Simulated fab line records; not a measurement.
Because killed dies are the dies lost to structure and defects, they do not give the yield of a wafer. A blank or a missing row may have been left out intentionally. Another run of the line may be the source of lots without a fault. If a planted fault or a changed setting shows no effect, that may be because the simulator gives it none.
Matching of chambers :: flow n5_finfet :: N5_MOL_CONTACT_COAG_ETCH_67 on rie_diel-01 has 4 sister chambers
The step etches SOC in N2/H2, target depth 60 nm, overetch 21 nm, time 101.2 s. 27 wafers are shown with their chamber, then 12 later ones without.

== EACH WAFER AND ITS CHAMBER ==
wafer: L074.2
chamber: 2
showerhead_plenum_p_Torr (Torr): 2.60
throttle_valve_pct (%): 17.78
oes_product_au (a.u.): 0.81

wafer: L074.4
chamber: 0
showerhead_plenum_p_Torr (Torr): 2.66
throttle_valve_pct (%): 17.88
oes_product_au (a.u.): 0.67

wafer: L074.5
chamber: 2
showerhead_plenum_p_Torr (Torr): 2.60
throttle_valve_pct (%): 17.78
oes_product_au (a.u.): 0.80

wafer: L077.2
chamber: 1
showerhead_plenum_p_Torr (Torr): 2.41
throttle_valve_pct (%): 17.58
oes_product_au (a.u.): 0.61

wafer: L077.3
chamber: 2
showerhead_plenum_p_Torr (Torr): 2.60
throttle_valve_pct (%): 17.80
oes_product_au (a.u.): 0.78

wafer: L077.4
chamber: 0
showerhead_plenum_p_Torr (Torr): 2.65
throttle_valve_pct (%): 17.91
oes_product_au (a.u.): 0.67

wafer: L083.1
chamber: 0
showerhead_plenum_p_Torr (Torr): 2.65
throttle_valve_pct (%): 17.93
oes_product_au (a.u.): 0.66

wafer: L083.2
chamber: 3
showerhead_plenum_p_Torr (Torr): 2.51
throttle_valve_pct (%): 18.19
oes_product_au (a.u.): 0.60

wafer: L083.3
chamber: 2
showerhead_plenum_p_Torr (Torr): 2.60
throttle_valve_pct (%): 17.81
oes_product_au (a.u.): 0.76

wafer: L086.4
chamber: 2
showerhead_plenum_p_Torr (Torr): 2.59
throttle_valve_pct (%): 17.84
oes_product_au (a.u.): 0.75

wafer: L086.5
chamber: 1
showerhead_plenum_p_Torr (Torr): 2.40
throttle_valve_pct (%): 17.61
oes_product_au (a.u.): 0.60

wafer: L086.6
chamber: 2
showerhead_plenum_p_Torr (Torr): 2.59
throttle_valve_pct (%): 17.83
oes_product_au (a.u.): 0.76

wafer: L087.1
chamber: 1
showerhead_plenum_p_Torr (Torr): 2.40
throttle_valve_pct (%): 17.61
oes_product_au (a.u.): 0.60

wafer: L087.2
chamber: 2
showerhead_plenum_p_Torr (Torr): 2.59
throttle_valve_pct (%): 17.83
oes_product_au (a.u.): 0.75

wafer: L087.3
chamber: 3
showerhead_plenum_p_Torr (Torr): 2.51
throttle_valve_pct (%): 18.18
oes_product_au (a.u.): 0.59

wafer: L087.4
chamber: 0
showerhead_plenum_p_Torr (Torr): 2.64
throttle_valve_pct (%): 17.94
oes_product_au (a.u.): 0.65

wafer: L087.5
chamber: 0
showerhead_plenum_p_Torr (Torr): 2.64
throttle_valve_pct (%): 17.94
oes_product_au (a.u.): 0.65

wafer: L087.6
chamber: 1
showerhead_plenum_p_Torr (Torr): 2.40
throttle_valve_pct (%): 17.60
oes_product_au (a.u.): 0.60

wafer: L089.3
chamber: 2
showerhead_plenum_p_Torr (Torr): 2.59
throttle_valve_pct (%): 17.83
oes_product_au (a.u.): 0.74

wafer: L089.4
chamber: 3
showerhead_plenum_p_Torr (Torr): 2.51
throttle_valve_pct (%): 18.21
oes_product_au (a.u.): 0.59

wafer: L089.6
chamber: 1
showerhead_plenum_p_Torr (Torr): 2.40
throttle_valve_pct (%): 17.63
oes_product_au (a.u.): 0.59

wafer: L090.1
chamber: 2
showerhead_plenum_p_Torr (Torr): 2.59
throttle_valve_pct (%): 17.83
oes_product_au (a.u.): 0.74

wafer: L090.2
chamber: 3
showerhead_plenum_p_Torr (Torr): 2.51
throttle_valve_pct (%): 18.20
oes_product_au (a.u.): 0.59

wafer: L090.3
chamber: 1
showerhead_plenum_p_Torr (Torr): 2.40
throttle_valve_pct (%): 17.62
oes_product_au (a.u.): 0.59

wafer: L090.4
chamber: 0
showerhead_plenum_p_Torr (Torr): 2.64
throttle_valve_pct (%): 17.95
oes_product_au (a.u.): 0.65

wafer: L090.5
chamber: 3
showerhead_plenum_p_Torr (Torr): 2.51
throttle_valve_pct (%): 18.20
oes_product_au (a.u.): 0.59

wafer: L090.6
chamber: 0
showerhead_plenum_p_Torr (Torr): 2.64
throttle_valve_pct (%): 17.95
oes_product_au (a.u.): 0.65

SIGNATURES (averages over the wafers above)
reading: showerhead_plenum_p_Torr
chamber 0: 2.6457
chamber 1: 2.4017
chamber 2: 2.5944
chamber 3: 2.5100
scatter within a chamber: 0.00543

reading: throttle_valve_pct
chamber 0: 17.9286
chamber 1: 17.6083
chamber 2: 17.8144
chamber 3: 18.1960
scatter within a chamber: 0.021

reading: oes_product_au
chamber 0: 0.6571
chamber 1: 0.5983
chamber 2: 0.7656
chamber 3: 0.5920
scatter within a chamber: 0.0163
Rule: a wafer's distance from a chamber is the root of the sum, over the readings, of the square of ((its reading less the chamber's mean) divided by the reading's scatter). The wafer belongs to the nearest chamber; if the next one is less than 2 further off, it can't be placed. The scatter is the square root of a quotient: the sum, over the shown wafers, of each reading's squared deviation from its chamber's mean, divided by wafers minus chambers.

== WAFERS WITHOUT THEIR CHAMBER ==
wafer: L093.1
showerhead_plenum_p_Torr (Torr): 2.50
throttle_valve_pct (%): 18.22
oes_product_au (a.u.): 0.59

wafer: L093.4
showerhead_plenum_p_Torr (Torr): 2.40
throttle_valve_pct (%): 17.64
oes_product_au (a.u.): 0.59

wafer: L093.5
showerhead_plenum_p_Torr (Torr): 2.59
throttle_valve_pct (%): 17.85
oes_product_au (a.u.): 0.74

wafer: L094.1
showerhead_plenum_p_Torr (Torr): 2.50
throttle_valve_pct (%): 18.22
oes_product_au (a.u.): 0.59

wafer: L094.2
showerhead_plenum_p_Torr (Torr): 2.40
throttle_valve_pct (%): 17.63
oes_product_au (a.u.): 0.59

wafer: L094.3
showerhead_plenum_p_Torr (Torr): 2.59
throttle_valve_pct (%): 17.84
oes_product_au (a.u.): 0.73

wafer: L094.4
showerhead_plenum_p_Torr (Torr): 2.64
throttle_valve_pct (%): 17.95
oes_product_au (a.u.): 0.64

wafer: L094.5
showerhead_plenum_p_Torr (Torr): 2.40
throttle_valve_pct (%): 17.61
oes_product_au (a.u.): 0.59

wafer: L094.6
showerhead_plenum_p_Torr (Torr): 2.59
throttle_valve_pct (%): 17.86
oes_product_au (a.u.): 0.74

wafer: L096.4
showerhead_plenum_p_Torr (Torr): 2.40
throttle_valve_pct (%): 17.64
oes_product_au (a.u.): 0.60

wafer: L096.5
showerhead_plenum_p_Torr (Torr): 2.50
throttle_valve_pct (%): 18.24
oes_product_au (a.u.): 0.59

wafer: L096.6
showerhead_plenum_p_Torr (Torr): 2.64
throttle_valve_pct (%): 17.97
oes_product_au (a.u.): 0.65

== THE CHAMBER EACH PASSED THROUGH ==
wafer: L093.1
from the rows above: 3
in truth: 3

wafer: L093.4
from the rows above: 1
in truth: 1

wafer: L093.5
from the rows above: 2
in truth: 2

wafer: L094.1
from the rows above: 3
in truth: 3

wafer: L094.2
from the rows above: 1
in truth: 1

wafer: L094.3
from the rows above: 2
in truth: 2

wafer: L094.4
from the rows above: 0
in truth: 0

wafer: L094.5
from the rows above: 1
in truth: 1

wafer: L094.6
from the rows above: 2
in truth: 2

wafer: L096.4
from the rows above: 1
in truth: 1

wafer: L096.5
from the rows above: 3
in truth: 3

wafer: L096.6
from the rows above: 0
in truth: 0
12 of 12 placed correctly. Not placeable from these rows: 0. 0 placed wrongly.
